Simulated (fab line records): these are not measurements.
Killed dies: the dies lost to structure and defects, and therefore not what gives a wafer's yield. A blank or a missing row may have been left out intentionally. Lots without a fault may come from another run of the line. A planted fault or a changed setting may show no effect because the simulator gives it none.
Which tool was responsible? / flow n5 finfet / 12 lots with 35 wafers sampled at 4 steps, on a route of 1938 steps

WHAT EACH GAUGE READ, for each wafer
N5_BEOL_M9_RS_MEAS_57: the measuring method here is four-point-probe.
lot=L591; measured=day 10 18:10; on=film metro-01; M9_RS (ohm/sq)=0.1487 0.1513 0.1512
lot=L593; measured=day 11 04:11; on=film metro-02; M9_RS (ohm/sq)=0.1544 0.1441 0.1450
lot=L594; measured=day 11 10:39; on=film metro-01; M9_RS (ohm/sq)=0.1540 0.1552 0.1575
lot=L596; measured=day 12 05:25; on=film metro-01; M9_RS (ohm/sq)=0.1503 0.1479 0.1521
lot=L598; measured=day 12 06:22; on=film metro-01; M9_RS (ohm/sq)=0.1555 0.1524 0.1571
lot=L597; measured=day 12 12:57; on=film metro-02; M9_RS (ohm/sq)=0.1516 0.1518 0.1500
lot=L599; measured=day 12 22:32; on=film metro-02; M9_RS (ohm/sq)=0.1525 0.1531 0.1526
lot=L602; measured=day 13 09:23; on=film metro-01; M9_RS (ohm/sq)=0.1540 0.1524 0.1533
lot=L605; measured=day 13 21:24; on=film metro-01; M9_RS (ohm/sq)=0.1506 0.1517
lot=L609; measured=day 14 19:53; on=film metro-02; M9_RS (ohm/sq)=0.1556 0.1555 0.1574
lot=L612; measured=day 16 16:04; on=film metro-01; M9_RS (ohm/sq)=0.1489 0.1510 0.1472
lot=L613; measured=day 16 17:51; on=film metro-02; M9_RS (ohm/sq)=0.1528 0.1520 0.1518

WHAT TOOL EACH LOT RAN ON (gives the tool, then ch and the chambers of the sampled wafers, and finally the start)
lot=L591; N5_BEOL_M9_TRENCH_ETCH_37=rie diel-02 ch 1,2, day 10 16:25 or earlier; N5_BEOL_M9_DEGAS_44=pvd sputter-03, day 10 16:25; N5_BEOL_M9_CVD_78=cvd co-01 ch 0,2, day 10 16:58
lot=L593; N5_BEOL_M9_TRENCH_ETCH_37=rie diel-02 ch 0,3, day 11 02:18 or earlier; N5_BEOL_M9_DEGAS_44=pvd sputter-03, day 11 02:18; N5_BEOL_M9_CVD_78=cvd co-01 ch 0,2, day 11 02:48
lot=L594; N5_BEOL_M9_TRENCH_ETCH_37=rie diel-04 ch 0,3, day 11 07:04 or earlier; N5_BEOL_M9_DEGAS_44=pvd sputter-02, day 11 07:04; N5_BEOL_M9_CVD_78=cvd co-01 ch 0,1,2, day 11 09:02
lot=L596; N5_BEOL_M9_TRENCH_ETCH_37=rie diel-02 ch 0,1,2, day 12 03:07 or earlier; N5_BEOL_M9_DEGAS_44=pvd sputter-02, day 12 03:07; N5_BEOL_M9_CVD_78=cvd co-01 ch 0,1, day 12 03:40
lot=L598; N5_BEOL_M9_TRENCH_ETCH_37=rie diel-04 ch 0,1, day 12 04:01 or earlier; N5_BEOL_M9_DEGAS_44=pvd sputter-01, day 12 04:01; N5_BEOL_M9_CVD_78=cvd co-01 ch 0,1,2, day 12 04:31
lot=L597; N5_BEOL_M9_TRENCH_ETCH_37=rie diel-03 ch 1,2,3, day 12 11:10 or earlier; N5_BEOL_M9_DEGAS_44=pvd sputter-01, day 12 11:10; N5_BEOL_M9_CVD_78=cvd co-01 ch 0,2, day 12 11:45
lot=L599; N5_BEOL_M9_TRENCH_ETCH_37=rie diel-03 ch 0,2,3, day 12 19:18 or earlier; N5_BEOL_M9_DEGAS_44=pvd sputter-01, day 12 19:18; N5_BEOL_M9_CVD_78=cvd co-02 ch 0,1,2, day 12 19:50
lot=L602; N5_BEOL_M9_TRENCH_ETCH_37=rie diel-04 ch 1,2, day 13 07:46 or earlier; N5_BEOL_M9_DEGAS_44=pvd sputter-02, day 13 07:46; N5_BEOL_M9_CVD_78=cvd co-01 ch 1,2, day 13 08:17
lot=L605; N5_BEOL_M9_TRENCH_ETCH_37=rie diel-02 ch 1,2, day 13 19:41 or earlier; N5_BEOL_M9_DEGAS_44=pvd sputter-02, day 13 19:41; N5_BEOL_M9_CVD_78=cvd co-01 ch 0,1, day 13 20:17
lot=L609; N5_BEOL_M9_TRENCH_ETCH_37=rie diel-04 ch 1,2,3, day 14 17:19 or earlier; N5_BEOL_M9_DEGAS_44=pvd sputter-01, day 14 17:19; N5_BEOL_M9_CVD_78=cvd co-02 ch 1,2, day 14 18:01
lot=L612; N5_BEOL_M9_TRENCH_ETCH_37=rie diel-03 ch 1,2, day 16 13:57 or earlier; N5_BEOL_M9_DEGAS_44=pvd sputter-02, day 16 13:57; N5_BEOL_M9_CVD_78=cvd co-01 ch 0,2, day 16 14:33
lot=L613; N5_BEOL_M9_TRENCH_ETCH_37=rie diel-02 ch 0,1, day 16 14:36 or earlier; N5_BEOL_M9_DEGAS_44=pvd sputter-01, day 16 14:36; N5_BEOL_M9_CVD_78=cvd co-01 ch 0,2, day 16 15:24
- N5_BEOL_M9_TRENCH_ETCH_37: etches SiCOH lowk in C4F6/O2, target depth 151.43 nm, time 49 s.
- N5_BEOL_M9_DEGAS_44: time 60 s.
- N5_BEOL_M9_CVD_78: deposits Co from CCTBA/H2, target thk 2 nm, time 138.9 s.

WHAT THE TOOLS THEMSELVES READ (means of the sampled wafers that have a number; where no wafer has one, the mark that the record gives instead)
N5_BEOL_M9_TRENCH_ETCH_37.
lot=L591; tool=rie diel-02; drypump motor current A (A)=6.0; oes product au (a.u.)=0.83; rf vpp V (V)=665; showerhead plenum p Torr (Torr)=2.85; throttle valve pct (%)=21.11
lot=L593; tool=rie diel-02; drypump motor current A (A)=5.2; oes product au (a.u.)=0.79; rf vpp V (V)=666; showerhead plenum p Torr (Torr)=2.76; throttle valve pct (%)=21.03
lot=L594; tool=rie diel-04; drypump motor current A (A)=5.8; oes product au (a.u.)=0.74; rf vpp V (V)=655; showerhead plenum p Torr (Torr)=2.81; throttle valve pct (%)=21.17
lot=L596; tool=rie diel-02; drypump motor current A (A)=6.0; oes product au (a.u.)=0.86; rf vpp V (V)=666; showerhead plenum p Torr (Torr)=2.86; throttle valve pct (%)=20.92
lot=L598; tool=rie diel-04; drypump motor current A (A)=5.4; oes product au (a.u.)=0.78; rf vpp V (V)=662; showerhead plenum p Torr (Torr)=2.79; throttle valve pct (%)=21.08
lot=L597; tool=rie diel-03; drypump motor current A (A)=5.7; oes product au (a.u.)=0.73; rf vpp V (V)=668; showerhead plenum p Torr (Torr)=2.83; throttle valve pct (%)=20.93
lot=L599; tool=rie diel-03; drypump motor current A (A)=5.8; oes product au (a.u.)=0.75; rf vpp V (V)=670; showerhead plenum p Torr (Torr)=2.80; throttle valve pct (%)=20.90
lot=L602; tool=rie diel-04; drypump motor current A (A)=5.6; oes product au (a.u.)=0.78; rf vpp V (V)=659; showerhead plenum p Torr (Torr)=2.86; throttle valve pct (%)=20.95
lot=L605; tool=rie diel-02; drypump motor current A (A)=6.2; oes product au (a.u.)=0.82; rf vpp V (V)=664; showerhead plenum p Torr (Torr)=2.83; throttle valve pct (%)=21.07
lot=L609; tool=rie diel-04; drypump motor current A (A)=5.8; oes product au (a.u.)=0.79; rf vpp V (V)=660; showerhead plenum p Torr (Torr)=2.92; throttle valve pct (%)=20.98
lot=L612; tool=rie diel-03; drypump motor current A (A)=5.8; oes product au (a.u.)=0.73; rf vpp V (V)=676; showerhead plenum p Torr (Torr)=2.79; throttle valve pct (%)=20.94
lot=L613; tool=rie diel-02; drypump motor current A (A)=5.9; oes product au (a.u.)=0.86; rf vpp V (V)=665; showerhead plenum p Torr (Torr)=2.86; throttle valve pct (%)=20.77

N5_BEOL_M9_DEGAS_44.
lot=L591; tool=pvd sputter-03; heater power w (W)=341
lot=L593; tool=pvd sputter-03; heater power w (W)=345
lot=L594; tool=pvd sputter-02; heater power w (W)=332
lot=L596; tool=pvd sputter-02; heater power w (W)=360
lot=L598; tool=pvd sputter-01; heater power w (W)=327
lot=L597; tool=pvd sputter-01; heater power w (W)=319
lot=L599; tool=pvd sputter-01; heater power w (W)=309
lot=L602; tool=pvd sputter-02; heater power w (W)=332
lot=L605; tool=pvd sputter-02; heater power w (W)=339
lot=L609; tool=pvd sputter-01; heater power w (W)=327
lot=L612; tool=pvd sputter-02; heater power w (W)=349
lot=L613; tool=pvd sputter-01; heater power w (W)=323

N5_BEOL_M9_CVD_78.
lot=L591; tool=cvd co-01; run length s (s)=162.2
lot=L593; tool=cvd co-01; run length s (s)=161.7
lot=L594; tool=cvd co-01; run length s (s)=161.8
lot=L596; tool=cvd co-01; run length s (s)=161.5
lot=L598; tool=cvd co-01; run length s (s)=161.8
lot=L597; tool=cvd co-01; run length s (s)=162.4
lot=L599; tool=cvd co-02; run length s (s)=161.0
lot=L602; tool=cvd co-01; run length s (s)=148.7
lot=L605; tool=cvd co-01; run length s (s)=141.9
lot=L609; tool=cvd co-02; run length s (s)=160.9
lot=L612; tool=cvd co-01; run length s (s)=162.2
lot=L613; tool=cvd co-01; run length s (s)=162.2

THE ANSWER, worked out from the rows above alone
Rule: what is usual is taken from the lots themselves. The widest of any qualifying gaps counts: lots, ordered by their means at a reading, are off when they make up no more than a third of the lots, leave a main group of 4 or more, and stand apart from it by 3 or more times the standard deviation of that group's means. If all means in a main group match to the digits the tables above print for the reading, that group is not used. A lot without any number at a reading at which 4 lots or more have one is off too. The other lots that the step has rows for count as sound. After the gauges, taken in route order, come the tools' own readings; for these a lot's mean is taken, as printed above. At the first step where some lot is off, the reading lying furthest off is the one used; lots without a number count as furthest.
Off, at N5_BEOL_M9_CVD_78 on run length s: L602, L605. For the main group the mean is 161.8 s and the standard deviation 0.49.
A tool fits if, at that step or a process step before it, it ran every lot that is off, and no sound lot after the first of them. Because N5_BEOL_M9_TRENCH_ETCH_37 lacks a start for some lots, the hours and order of its lots are taken from N5_BEOL_M9_DEGAS_44. Not one of the candidates tried fits.

WHAT WAS PUT IN BY THE SIMULATOR
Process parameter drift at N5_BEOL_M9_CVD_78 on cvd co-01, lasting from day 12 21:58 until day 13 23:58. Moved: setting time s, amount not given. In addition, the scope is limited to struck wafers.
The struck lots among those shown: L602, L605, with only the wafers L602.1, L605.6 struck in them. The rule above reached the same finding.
